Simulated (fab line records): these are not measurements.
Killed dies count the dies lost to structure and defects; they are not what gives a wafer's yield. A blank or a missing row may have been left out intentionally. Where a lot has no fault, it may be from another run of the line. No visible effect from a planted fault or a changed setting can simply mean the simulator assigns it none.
Problem report, 8D (eight disciplines) form, completed by code :: flow nand-harc :: the parts of the form that need people (team, actions taken, sign-off) are left out

## 1. THE PROBLEM
killed-at-array at NHARC_END_SORT_01 reads a mean of 674 on 2 wafers of 2 lots; wafers without a fault read 24 with a standard deviation of 8.4. Measured from the usual mean, that is +77 standard deviations.
First observed at day 23 13:33: wafer L920.5, on prober-02. The record has a number at this step for 4 wafers belonging to 2 lots. Rule for "out" (also "out of limits"): further than 4 standard deviations from the usual mean. The rest of the wafers with a number are treated as sound.

## 2. WHAT IT IS; WHAT IT IS NOT
question: which readings at this step
is: killed-at-array, killed-dies
is not: killed-at-other, killed-at-periphery, killed-open, killed-short

question: which lots
is: L920, L923
is not: -

question: which wafers of those lots
is: L920.5, L923.5
is not: L920.6, L923.6

question: read on which gauges
is: prober-01, prober-02
is not: -

question: when
is: from day 23 13:33
is not: up to then (0 sound wafers); but 2 sound wafers of L920, L923 came after

## 3. WHAT RULES OUT EACH SUSPECT
Counting: any tool at a process step up to the reading remains a suspect provided it ran every lot that is out. Sound lots after the first of them don't rule it out here, since some wafers of a struck lot are sound.
- ruled out: the gauge at NHARC_END_SORT_01. 2 gauges (prober-01, prober-02) read the wafers that are out.
- rie-metal-03 at NHARC_A_WL_FILL_ETCHBACK_04 (etches the open film in NF3, target depth 60 nm, time 120 s): kept. It ran every lot that is out, first L920 (day 19 04:37). Its own readings are out on those wafers: run-length-s.
- rie-metal-03 at NHARC_A_WL_FILL_ETCHBACK_05 (etches the open film in Cl2/BCl3, target depth 22 nm, time 60 s): kept. It ran every lot that is out, first L920 (day 19 04:47).
- At NHARC_A_WL_FILL_ETCHBACK_04 on rie-metal-03, chamber 1 took the sound wafers of the same lots and chamber 0 took the wafers that are out.
- At NHARC_A_WL_FILL_ETCHBACK_05 on rie-metal-03, chamber 0 took the sound wafers of the same lots and chamber 1 took the wafers that are out.
The count leaves rie-metal-03 at NHARC_A_WL_FILL_ETCHBACK_05 and rie-metal-03 at NHARC_A_WL_FILL_ETCHBACK_04.

## 4. THE CAUSE (what the simulator had put in)
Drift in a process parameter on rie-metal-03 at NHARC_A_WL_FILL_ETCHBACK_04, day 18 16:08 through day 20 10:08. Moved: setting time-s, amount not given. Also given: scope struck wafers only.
After counting, 2 suspects remain, this tool included.

## 5. THE CHAIN OF EFFECTS, in route order
One row per reading whose mean, taken over the struck wafers that have a number, lies over 3 standard deviations from the usual. Only readings whose record carries a usual standard deviation are examined. hours: median over the lots of the time between each lot's start at the first step of this table that gives one and its start at this step. sigmas: the change, counted in usual standard deviations.
hours: 0
step: NHARC_A_WL_FILL_ETCHBACK_04
reading: run-length-s
usual: 141.6 s
on struck wafers: 96.8
change: -44.8
sigmas: -90

hours: 107
step: NHARC_END_SORT_01
reading: killed-at-array
usual: 24
on struck wafers: 674
change: +650
sigmas: +77

hours: 107
step: NHARC_END_SORT_01
reading: killed-dies
usual: 27
on struck wafers: 676
change: +649
sigmas: +75
Here are the process steps it includes:
- NHARC_A_WL_FILL_ETCHBACK_04: etches the open film in NF3, target depth 60 nm, time 120 s.

## 6. HOW IT WOULD HAVE BEEN CAUGHT EARLIER
The first out-of-limits reading at a measuring or inspecting step in this record came at day 23 13:33, 117 hours after the fault's start at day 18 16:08.
At NHARC_A_WL_FILL_ETCHBACK_04, the tool's own readings (run-length-s) were out on each struck wafer the step has a row for, so an alarm limit on them would have fired on the first such wafer.
By day 23 13:33, every lot that is out (2) had started NHARC_A_WL_FILL_ETCHBACK_04 on rie-metal-03. Holding the tool at that point would not have protected any of them.
